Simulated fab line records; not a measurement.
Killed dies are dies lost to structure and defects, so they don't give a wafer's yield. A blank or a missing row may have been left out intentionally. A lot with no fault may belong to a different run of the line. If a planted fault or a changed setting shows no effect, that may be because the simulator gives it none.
Matching of chambers || flow nand harc || NHARC_P_BONDPAD_CMP_32 on cmp-04: 4 sister chambers
The step polishes SiCN, target thk 200 nm. 16 wafers are shown with their chamber, then 8 later ones without.

WAFERS WITH THEIR CHAMBER
{"wafer": "L076.1", "chamber": 2, "motor current A (A)": 10.2}
{"wafer": "L076.2", "chamber": 1, "motor current A (A)": 9.6}
{"wafer": "L076.3", "chamber": 3, "motor current A (A)": 12.9}
{"wafer": "L077.2", "chamber": 3, "motor current A (A)": 13.2}
{"wafer": "L077.3", "chamber": 0, "motor current A (A)": 11.2}
{"wafer": "L077.5", "chamber": 2, "motor current A (A)": 11.4}
{"wafer": "L082.1", "chamber": 3, "motor current A (A)": 12.6}
{"wafer": "L082.4", "chamber": 0, "motor current A (A)": 11.8}
{"wafer": "L082.5", "chamber": 3, "motor current A (A)": 12.8}
{"wafer": "L084.4", "chamber": 0, "motor current A (A)": 11.4}
{"wafer": "L084.5", "chamber": 3, "motor current A (A)": 12.6}
{"wafer": "L084.6", "chamber": 2, "motor current A (A)": 11.1}
{"wafer": "L088.3", "chamber": 0, "motor current A (A)": 11.4}
{"wafer": "L088.5", "chamber": 0, "motor current A (A)": 11.8}
{"wafer": "L088.6", "chamber": 3, "motor current A (A)": 13.0}
{"wafer": "L089.2", "chamber": 1, "motor current A (A)": 10.0}

SIGNATURES (averages over the wafers above)
{"reading": "motor current A", "chamber 0": 11.520, "chamber 1": 9.800, "chamber 2": 10.900, "chamber 3": 12.850, "scatter within a chamber": 0.344}
Rule: for a wafer and a chamber, the distance is found by dividing, reading by reading, the gap between the wafer's reading and the chamber's mean by the reading's scatter, squaring, summing and taking the root. The wafer belongs to the nearest chamber; if the next one is less than 2 further off, it can't be placed. The scatter is the square root of a quotient: the sum, over the shown wafers, of each reading's squared deviation from its chamber's mean, divided by wafers minus chambers.

WAFERS WITH NO CHAMBER GIVEN
{"wafer": "L089.3", "motor current A (A)": 10.8}
{"wafer": "L089.5", "motor current A (A)": 11.2}
{"wafer": "L092.1", "motor current A (A)": 10.5}
{"wafer": "L092.2", "motor current A (A)": 10.0}
{"wafer": "L092.4", "motor current A (A)": 12.8}
{"wafer": "L097.1", "motor current A (A)": 11.2}
{"wafer": "L097.2", "motor current A (A)": 10.8}
{"wafer": "L097.3", "motor current A (A)": 12.6}

EACH ONE'S CHAMBER
{"wafer": "L089.3", "from the rows above": "can't be placed: 2 or 0", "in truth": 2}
{"wafer": "L089.5", "from the rows above": "can't be placed: 2 or 0", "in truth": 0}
{"wafer": "L092.1", "from the rows above": "can't be placed: 2 or 1 or 0", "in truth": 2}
{"wafer": "L092.2", "from the rows above": 1, "in truth": 1}
{"wafer": "L092.4", "from the rows above": 3, "in truth": 3}
{"wafer": "L097.1", "from the rows above": "can't be placed: 2 or 0", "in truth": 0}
{"wafer": "L097.2", "from the rows above": "can't be placed: 2 or 0", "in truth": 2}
{"wafer": "L097.3", "from the rows above": 3, "in truth": 3}
Correctly placed: 3 of 8. Not placeable from these rows: 5 (in 5, the candidates include the true chamber). 0 placed wrongly.
